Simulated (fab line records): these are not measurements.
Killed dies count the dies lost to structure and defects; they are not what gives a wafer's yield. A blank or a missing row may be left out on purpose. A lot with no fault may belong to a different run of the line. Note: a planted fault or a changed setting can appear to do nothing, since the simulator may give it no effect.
Chamber matching -- flow n5-finfet -- cvd-co-01 running N5_BEOL_M5_CO_CAP_78: 3 sister chambers
The step material Co, precursor CCTBA/H2, target thk 2 nm, time 102.1 s. 3 wafers are shown with their chamber, then 7 later ones without.

WAFERS, EACH WITH ITS CHAMBER
wafer,chamber,heater-power-w (W)
L515.5,2,235
L519.6,0,250
L520.5,1,245

WAFERS WITHOUT THEIR CHAMBER
wafer,heater-power-w (W)
L520.6,250
L518.1,248
L518.5,234
L518.6,236
L527.1,227
L527.2,248
L527.5,243

THE CHAMBER EACH PASSED THROUGH
wafer,from the rows above,in truth
L520.6,can't be placed: 0 or 1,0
L518.1,can't be placed: 0 or 1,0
L518.5,2,2
L518.6,2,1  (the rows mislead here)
L527.1,2,2
L527.2,can't be placed: 0 or 1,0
L527.5,can't be placed: 1 or 0 or 2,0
2 of 7 placed correctly. Unplaceable from these rows: 4, with the true chamber sitting among the candidates in 4. Number placed wrongly: 1.
How it was worked out, from the rows above alone: a wafer's distance from a chamber is the root of the sum, over the readings, of the square of ((its reading less the chamber's mean) divided by the reading's scatter). The wafer belongs to the nearest chamber; if the next one is less than 2 further off, it can't be placed. Each chamber's mean is taken over the wafers shown for it. The scatter (one wafer shown for each chamber): square how far every hidden wafer sits from the nearest shown wafer, average those squares and take the square root.
